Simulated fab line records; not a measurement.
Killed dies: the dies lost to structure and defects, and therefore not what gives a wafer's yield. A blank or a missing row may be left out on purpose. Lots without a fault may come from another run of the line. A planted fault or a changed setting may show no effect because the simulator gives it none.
fab line records ; flow n5-finfet
record lots=15; wafers=43; last-day=17
route steps=1938 shown BEOL_M9@1438 BEOL_M10@1482
lots with no fault: from the same line, run without faults
start-h: hours from the record's opening day to when the first of the lot's shown wafers began ; wait-h: hours since the lot's step before ; " the same as in the row above ; L1.1+2: one row covering several wafers at once ; - no value, or no start was given ; * or withheld: withheld ; < > ~ a bound
route shown NAME@n: names a module that has steps shown in the file, with the first one's number in the route ; usual: mean/standard deviation taken from wafers without a fault ; same: alike in all rows ; chamber/n: place in a boat ; sites: each site's reading ; _std_site: the standard deviation of these ; _edge_site: mean of outer sites minus mean of inner sites ; radius-mm: for every site, how far away it sits from the centre of the wafer ; mask NAME#n: copy n ; behind: the last tool/chamber to shape the wafer ; hold: the reason the lot was held/the length of the hold in hours/how it ended ; device: the n, p or np transistor that did not switch ; end of line: tests run on the same wafers once the route is complete ; a step given without rows: its recipe and nothing more ; killed: dies that structure and defects cost at the first sort, which is not the same as the wafer's yield ; map: the dies of a wafer, with x for killed, . for not killed, _ for no die there
set.NAME: the setting that was run; set.NAME@STEP: the one run at that earlier step ; model.NAME: the simulator's own value behind a step, which no gauge read
a sample of lots followed through the steps of the route, with each step as a table and each wafer as a row
services: when a tool's chamber went out of use (start-h, in hours from the record's first day, below 0 if earlier), for how many hours, and the reason
## steps
# step N5_BEOL_M9_ETCH_76
# recipe chemistry=N2/H2; target=underlayer; target-depth-a=65; mask-material=CAR-EUV; time-s=5.2; ion-energy-ev=200; pressure-mtorr=30; source-w=840; bias-w=150; n2-flow-sccm=200; h2-flow-sccm=200; ends=cleared
# usual drypump-motor-current-A=5.6/0.53; etch-rf-on-time-s=5.16/0.14; oes-product-au=0.70/0.093; rf-vpp-V=523.6/2.9; showerhead-plenum-p-Torr=2.53/0.096; throttle-valve-pct=17.7/0.34
lot.wafer;tool;chamber;start-h;wait-h;drypump-motor-current-A;etch-rf-on-time-s;oes-product-au;rf-hours-counter-h;rf-vpp-V;showerhead-plenum-p-Torr;throttle-valve-pct
L798.4;rie-diel-03;1;193.47;0.0;4.9;5.19;0.73;-;526.7;2.70;18.2
L798.5;rie-diel-03;2;193.47;0.0;6.6;5.22;0.66;-;527.8;2.62;17.6
L798.6;rie-diel-03;3;193.47;0.0;5.4;4.98;0.83;-;523.8;2.50;17.8
L799.2;rie-diel-05;0;213.76;0.0;5.5;5.29;0.74;56;524.7;2.57;17.2
L799.3;rie-diel-05;2;213.76;0.0;5.7;5.29;0.56;249;526.0;2.60;17.4
L799.4;rie-diel-05;3;213.76;0.0;5.0;5.07;0.85;-;521.5;2.49;17.1
L801.2;rie-diel-04;2;218.05;0.0;6.3;5.13;0.59;229;520.2;2.51;18.3
L801.4;rie-diel-04;1;218.05;0.0;5.0;5.35;0.61;178;520.5;2.42;17.9
L801.5;rie-diel-04;3;218.05;0.0;6.1;5.20;0.64;-;520.8;2.44;17.8
L804.1;rie-diel-03;1;238.16;0.0;4.9;5.18;0.71;66;527.8;2.69;18.2
L804.5;rie-diel-03;0;238.16;0.0;5.6;5.07;0.82;-;523.7;2.49;17.7
L804.6;rie-diel-03;3;238.16;0.0;5.5;4.99;0.79;-;524.5;2.49;17.8
L803.2;rie-diel-04;3;240.98;0.0;6.1;5.14;0.63;145;522.8;2.44;17.8
L803.3;rie-diel-04;1;240.98;0.0;5.0;5.22;0.60;184;520.7;2.42;17.9
L803.5;rie-diel-04;0;240.98;0.0;5.1;5.06;0.60;-;521.9;2.40;17.8
L805.2;rie-diel-04;1;243.68;0.0;5.0;5.29;0.60;185;518.2;2.42;17.9
L805.3;rie-diel-04;0;243.68;0.0;5.1;5.13;0.59;228;519.6;2.40;17.8
L805.5;rie-diel-04;2;243.68;0.0;6.3;5.14;0.59;-;523.9;2.51;18.3
L806.1;rie-diel-05;3;257.36;0.0;5.0;5.05;0.80;19;524.6;2.48;17.1
L806.4;rie-diel-05;0;257.36;0.0;5.5;5.27;0.72;-;525.2;2.56;17.2
L806.6;rie-diel-05;3;257.36;0.0;5.0;5.07;0.80;-;525.3;2.48;17.1
L808.1;rie-diel-04;2;261.48;0.0;6.2;5.04;0.60;243;523.2;2.51;18.3
L808.2;rie-diel-04;3;261.48;0.0;6.1;5.17;0.65;152;520.8;2.43;17.8
L808.4;rie-diel-04;1;261.48;0.0;5.0;5.23;0.60;191;521.1;2.41;17.9
L813.4;rie-diel-05;2;299.91;0.0;5.7;5.01;0.83;9;525.1;2.59;17.1
L813.5;rie-diel-05;2;299.91;0.0;5.7;5.07;0.84;-;524.9;2.59;17.1
L813.6;rie-diel-05;3;299.91;0.0;5.0;5.04;0.78;-;522.1;2.48;17.2
L814.3;rie-diel-05;2;306.57;0.0;5.7;5.05;0.83;11;524.9;2.59;17.1
L814.5;rie-diel-05;1;306.57;0.0;5.8;5.44;0.76;-;529.6;2.73;17.7
L814.6;rie-diel-05;2;306.57;0.0;5.7;5.09;0.82;-;525.1;2.59;17.1
L816.1;rie-diel-04;1;316.35;0.0;5.0;5.40;0.57;211;520.1;2.41;17.9
L816.6;rie-diel-04;2;316.35;0.0;6.3;5.07;0.85;-;522.6;2.50;18.0
L817.2;rie-diel-03;1;323.37;0.0;4.9;5.18;0.69;86;525.3;2.68;18.2
L817.4;rie-diel-03;3;323.37;0.0;5.5;5.02;0.76;42;521.0;2.48;17.8
L817.6;rie-diel-03;3;323.37;0.0;5.5;4.95;0.76;-;521.5;2.48;17.9
L815.1;rie-diel-03;1;325.76;0.0;4.9;5.16;0.70;86;527.1;2.68;18.2
L815.4;rie-diel-03;3;325.76;0.0;5.5;4.93;0.76;43;524.1;2.48;17.8
L815.5;rie-diel-03;0;325.76;0.0;5.6;4.87;0.77;-;522.9;2.48;17.7
L819.1;rie-diel-04;1;343.48;0.0;5.0;5.29;0.58;221;519.0;2.40;17.9
L819.5;rie-diel-04;0;343.48;0.0;5.1;4.89;0.86;-;528.9;2.71;17.4
L820.1;rie-diel-05;0;350.01;0.0;5.6;5.33;0.68;100;525.0;2.55;17.2
L820.2;rie-diel-05;3;350.01;0.0;5.0;5.15;0.76;46;520.5;2.47;17.2
L820.6;rie-diel-05;0;350.01;0.0;5.5;5.26;0.69;-;524.9;2.55;17.2
# step N5_BEOL_M9_CURE_72
# recipe temp-c=370; time-s=120; ambient=DMADMS/He; material=SiCOH_lowk
# usual lamp-power-pct=52.32/0.055; wafer_temp_C_max=371.4/0.5
lot.wafer;tool;chamber;start-h;wait-h;lamp-power-pct;wafer_temp_C_max
L798.4;uv-cure-02;1;194.23;0.2;52.23;371.0
L798.5;uv-cure-02;1;194.23;0.2;52.33;371.4
L798.6;uv-cure-02;1;194.23;0.2;52.36;370.9
L799.2;uv-cure-02;1;214.48;0.1;52.38;371.2
L799.3;uv-cure-02;1;214.48;0.1;52.36;371.3
L799.4;uv-cure-02;1;214.48;0.1;52.43;370.6
L801.2;uv-cure-01;1;218.72;0.1;52.43;371.4
L801.4;uv-cure-01;1;218.72;0.1;52.24;371.3
L801.5;uv-cure-01;1;218.72;0.1;52.32;371.2
L804.1;uv-cure-01;2;238.77;0.0;52.38;372.3
L804.5;uv-cure-01;2;238.77;0.0;52.32;371.6
L804.6;uv-cure-01;2;238.77;0.0;52.35;372.6
L803.2;uv-cure-01;2;241.65;0.1;52.32;372.7
L803.3;uv-cure-01;2;241.65;0.1;52.30;372.6
L803.5;uv-cure-01;2;241.65;0.1;52.35;372.8
L805.2;uv-cure-02;0;244.35;0.1;52.34;371.3
L805.3;uv-cure-02;0;244.35;0.1;52.20;370.9
L805.5;uv-cure-02;0;244.35;0.1;52.26;371.1
L806.1;uv-cure-01;1;257.97;0.0;52.35;371.4
L806.4;uv-cure-01;1;257.97;0.0;52.27;371.0
L806.6;uv-cure-01;1;257.97;0.0;52.24;371.2
L808.1;uv-cure-01;1;262.10;0.0;52.35;371.0
L808.2;uv-cure-01;1;262.10;0.0;52.28;370.9
L808.4;uv-cure-01;1;262.10;0.0;52.39;370.9
L813.4;uv-cure-01;1;300.88;0.4;52.31;371.1
L813.5;uv-cure-01;1;300.88;0.4;52.28;370.3
L813.6;uv-cure-01;1;300.88;0.4;52.33;371.5
L814.3;uv-cure-01;0;307.30;0.1;52.27;371.4
L814.5;uv-cure-01;0;307.30;0.1;52.29;371.9
L814.6;uv-cure-01;0;307.30;0.1;52.24;371.5
L816.1;uv-cure-02;0;316.97;0.0;52.32;371.8
L816.6;uv-cure-02;0;316.97;0.0;52.25;371.4
L817.2;uv-cure-01;2;324.03;0.1;52.25;372.0
L817.4;uv-cure-01;2;324.03;0.1;52.41;371.5
L817.6;uv-cure-01;2;324.03;0.1;52.26;372.0
L815.1;uv-cure-02;0;326.37;0.0;52.26;371.0
L815.4;uv-cure-02;0;326.37;0.0;52.33;371.2
L815.5;uv-cure-02;0;326.37;0.0;52.33;370.9
L819.1;uv-cure-01;0;344.11;0.0;52.38;371.3
L819.5;uv-cure-01;0;344.11;0.0;52.33;371.3
L820.1;uv-cure-02;0;350.63;0.0;52.28;371.2
L820.2;uv-cure-02;0;350.63;0.0;52.32;371.1
L820.6;uv-cure-02;0;350.63;0.0;52.35;371.2
# step N5_BEOL_M10_DEVELOP_10
# recipe develop-time-s=30; developer=TMAH; resist=CAR-ArF; rinse-liquid=diw; dry=air-spin; dev-temp-c=23
# usual chill-plate-temp-C=23.01/0.11; develop-time-s=30/0; exhaust-pa=44.9/0.95
lot.wafer;tool;chamber;start-h;wait-h;chill-plate-temp-C;develop-time-s;exhaust-pa
L798.4;litho-track-02;0;199.49;-;23.08;30;45.2
L798.5;litho-track-02;0;199.49;-;23.15;30;44.5
L798.6;litho-track-02;0;199.49;-;23.13;30;44.8
L799.2;litho-track-02;0;219.33;-;23.14;30;44.2
L799.3;litho-track-02;0;219.33;-;22.93;30;43.2
L799.4;litho-track-02;0;219.33;-;23.10;30;45.0
L801.2;litho-track-01;0;222.87;-;22.89;30;44.9
L801.4;litho-track-01;0;222.87;-;22.86;30;45.0
L801.5;litho-track-01;0;222.87;-;22.85;30;44.0
L804.1;litho-track-01;0;243.73;-;23.01;30;44.4
L804.5;litho-track-01;0;243.73;-;23.03;30;45.6
L804.6;litho-track-01;0;243.73;-;23.00;30;46.1
L803.2;litho-track-02;0;244.89;-;23.08;30;43.1
L803.3;litho-track-02;0;244.89;-;22.92;30;43.2
L803.5;litho-track-02;0;244.89;-;23.06;30;43.0
L805.2;litho-track-03;0;248.65;-;22.88;30;45.0
L805.3;litho-track-03;0;248.65;-;23.10;30;45.3
L805.5;litho-track-03;0;248.65;-;22.92;30;43.9
L806.1;litho-track-02;0;264.20;-;23.06;30;44.1
L806.4;litho-track-02;0;264.20;-;23.20;30;45.0
L806.6;litho-track-02;0;264.20;-;23.16;30;45.4
L808.1;litho-track-01;0;268.80;-;23.08;30;43.9
L808.2;litho-track-01;0;268.80;-;23.01;30;43.7
L808.4;litho-track-01;0;268.80;-;23.01;30;43.9
L813.4;litho-track-02;-;305.33;-;-;-;-
L813.5;litho-track-02;-;305.33;-;-;-;-
L813.6;litho-track-02;-;305.33;-;-;-;-
L814.3;litho-track-01;-;311.58;-;-;-;-
L814.5;litho-track-01;-;311.58;-;-;-;-
L814.6;litho-track-01;-;311.58;-;-;-;-
L816.1;litho-track-01;0;321.03;-;22.96;30;44.5
L816.6;litho-track-01;0;321.03;-;22.92;30;45.9
L817.2;litho-track-02;0;327.92;-;23.01;30;44.7
L817.4;litho-track-02;0;327.92;-;22.92;30;45.8
L817.6;litho-track-02;0;327.92;-;22.98;30;45.1
L815.1;litho-track-03;-;336.36;-;-;-;-
L815.4;litho-track-03;-;336.36;-;-;-;-
L815.5;litho-track-03;-;336.36;-;-;-;-
L819.1;litho-track-03;0;350.38;-;23.02;30;44.8
L819.5;litho-track-03;0;350.38;-;23.18;30;45.0
L820.1;litho-track-02;0;357.46;-;23.07;30;46.2
L820.2;litho-track-02;0;357.46;-;22.91;30;44.8
L820.6;litho-track-02;0;357.46;-;22.99;30;44.6
# step N5_BEOL_M10_STRIP_19
# recipe chemistry=O2; power-w=400; temp-c=40; pressure-mtorr=30; rf-frequency-hz=6e+07; bias-power-w=0; overash-fraction=0.2; o2-flow-sccm=225
# usual drypump-motor-current-A=5.7/0.51; oes-product-au=0.82/0.067; rf-vpp-V=3.7/0.62; showerhead-plenum-p-Torr=2.10/0.086; throttle-valve-pct=16.63/0.16
lot.wafer;tool;chamber;start-h;wait-h;drypump-motor-current-A;oes-product-au;rf-hours-counter-h;rf-vpp-V;showerhead-plenum-p-Torr;throttle-valve-pct
L798.4;rie-diel-02;1;200.03;0.1;5.6;0.83;71;3.5;2.13;16.43
L798.5;rie-diel-02;1;200.03;0.1;5.6;0.83;-;3.9;2.13;16.43
L798.6;rie-diel-02;0;200.03;0.1;5.8;0.84;-;3.2;2.12;16.30
L799.2;rie-diel-02;2;219.95;0.1;5.8;0.79;96;3.0;2.23;16.67
L799.3;rie-diel-02;0;219.95;0.1;5.8;0.83;57;3.9;2.12;16.30
L799.4;rie-diel-02;1;219.95;0.1;5.6;0.81;78;3.3;2.12;16.45
L801.2;rie-diel-01;3;223.39;0.1;5.7;0.81;57;3.9;2.04;16.69
L801.4;rie-diel-01;0;223.39;0.1;6.1;0.70;246;4.2;1.97;16.90
L801.5;rie-diel-01;0;223.39;0.1;6.1;0.70;-;3.2;1.97;16.91
L804.1;rie-diel-06;2;244.57;0.1;5.4;0.85;56;4.0;2.22;16.73
L804.5;rie-diel-06;2;244.57;0.1;5.5;0.86;-;4.7;2.22;16.74
L804.6;rie-diel-06;3;244.57;0.1;5.1;0.82;-;4.4;2.19;16.54
L803.2;rie-diel-01;1;246.26;0.4;5.3;0.68;243;4.4;2.07;16.87
L803.3;rie-diel-01;3;246.26;0.4;5.7;0.81;65;2.9;2.03;16.67
L803.5;rie-diel-01;3;246.26;0.4;5.7;0.82;-;3.9;2.03;16.69
L805.2;rie-diel-06;1;249.19;0.1;6.7;0.77;132;3.1;2.01;16.75
L805.3;rie-diel-06;3;249.19;0.1;5.1;0.83;74;5.0;2.19;16.58
L805.5;rie-diel-06;1;249.19;0.1;6.6;0.78;-;3.1;2.01;16.75
L806.1;rie-diel-06;2;264.82;0.2;5.4;0.84;64;3.3;2.22;16.76
L806.4;rie-diel-06;0;264.82;0.2;5.3;0.84;48;3.2;2.24;16.73
L806.6;rie-diel-06;2;264.82;0.2;5.4;0.85;-;4.6;2.22;16.75
L808.1;rie-diel-01;2;269.76;0.2;6.4;0.87;34;4.0;2.03;16.43
L808.2;rie-diel-01;1;269.76;0.2;5.3;0.66;254;3.9;2.06;16.89
L808.4;rie-diel-01;2;269.76;0.2;6.4;0.86;-;3.9;2.03;16.43
L813.4;rie-diel-06;1;306.08;0.1;6.7;0.75;152;3.1;2.00;16.79
L813.5;rie-diel-06;1;306.08;0.1;6.7;0.76;-;3.1;2.00;16.80
L813.6;rie-diel-06;2;306.08;0.1;5.5;0.82;-;3.7;2.21;16.77
L814.3;rie-diel-01;2;312.17;0.1;6.4;0.85;49;2.5;2.03;16.47
L814.5;rie-diel-01;2;312.17;0.1;6.4;0.85;-;4.5;2.03;16.45
L814.6;rie-diel-01;3;312.17;0.1;5.7;0.77;-;3.8;2.02;16.71
L816.1;rie-diel-01;1;321.78;0.1;5.3;0.95;11;4.8;2.06;16.49
L816.6;rie-diel-01;0;321.78;0.1;6.1;0.90;-;3.6;2.23;16.48
L817.2;rie-diel-01;3;328.45;0.1;5.7;0.77;96;2.4;2.02;16.74
L817.4;rie-diel-01;1;328.45;0.1;5.3;0.95;13;4.5;2.06;16.49
L817.6;rie-diel-01;1;328.45;0.1;5.3;0.95;-;4.0;2.06;16.48
L815.1;rie-diel-01;2;337.48;0.2;6.3;0.84;58;4.1;2.03;16.48
L815.4;rie-diel-01;3;337.48;0.2;5.7;0.76;99;3.3;2.02;16.76
L815.5;rie-diel-01;3;337.48;0.2;5.7;0.77;-;3.2;2.02;16.73
L819.1;rie-diel-02;2;351.30;0.1;5.7;0.77;115;4.2;2.22;16.71
L819.5;rie-diel-02;0;351.30;0.1;5.8;0.77;-;3.7;2.10;16.43
L820.1;rie-diel-01;3;357.99;0.1;5.7;0.76;107;2.6;2.02;16.77
L820.2;rie-diel-01;1;357.99;0.1;5.2;0.92;23;4.2;2.05;16.50
L820.6;rie-diel-01;2;357.99;0.1;6.4;0.84;-;3.1;2.02;16.49
## services
tool;chamber;start-h;hours;kind
uv-cure-01;-;171.95;1.5;repair
rie-diel-04;1;183.48;4.8;repair
litho-track-02;-;193.05;-;consumable-replace:filter
rie-diel-06;3;219.51;1.4;repair
rie-diel-01;0;239.19;-;clean
rie-diel-01;0;239.19;-;consumable-replace:focus-ring
rie-diel-01;0;239.19;-;consumable-replace:showerhead
rie-diel-01;0;239.19;32.1;scheduled-down
rie-diel-01;0;239.19;32.1;vent-cycle
rie-diel-02;1;259.35;18.6;repair
rie-diel-01;1;271.35;-;clean
rie-diel-01;1;271.35;-;consumable-replace:focus-ring
rie-diel-01;1;271.35;14.4;scheduled-down
rie-diel-01;1;271.35;14.4;vent-cycle
rie-diel-04;2;287.02;-;clean
rie-diel-04;2;287.02;-;consumable-replace:focus-ring
rie-diel-04;0;309.21;-;clean
rie-diel-04;0;309.21;-;consumable-replace:esc
rie-diel-04;0;309.21;-;consumable-replace:focus-ring
rie-diel-04;0;309.21;-;consumable-replace:showerhead
rie-diel-04;0;309.21;25.9;scheduled-down
rie-diel-04;0;309.21;25.9;vent-cycle
rie-diel-02;3;329.31;13.5;repair
rie-diel-03;1;342.20;1.8;repair
## key
first-sign step=N5_BEOL_M10_DEVELOP_10; reading=tool-record; direction=missing
effect none on later readings
met-at N5_BEOL_M10_DEVELOP_10
struck-lots L813,L814,L815
later-rows-left-out L813.4,L813.5,L813.6,L814.3,L814.5,L814.6,L815.1,L815.4,L815.5
sort-left-out L813.4,L813.5,L813.6,L814.3,L814.5,L814.6,L815.1,L815.4,L815.5
not-acting-at N5_BEOL_M9_ETCH_76,N5_BEOL_M9_CURE_72,N5_BEOL_M10_STRIP_19
onset-between 268.80 305.33
fault kind=skipped-step-whole; tool=litho-track-01,litho-track-02,litho-track-03; chamber=-; onset-h=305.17; steps=N5_BEOL_M10_DEVELOP_10; scope=struck-lots-only
# sort-left-out: the simulated sort isn't trusted on such a fault, so these wafers' sort isn't shown, and their yield isn't known
# later-rows-left-out: the simulator's readings of these wafers behind a module that went badly wrong aren't trusted and aren't shown, but for the sort
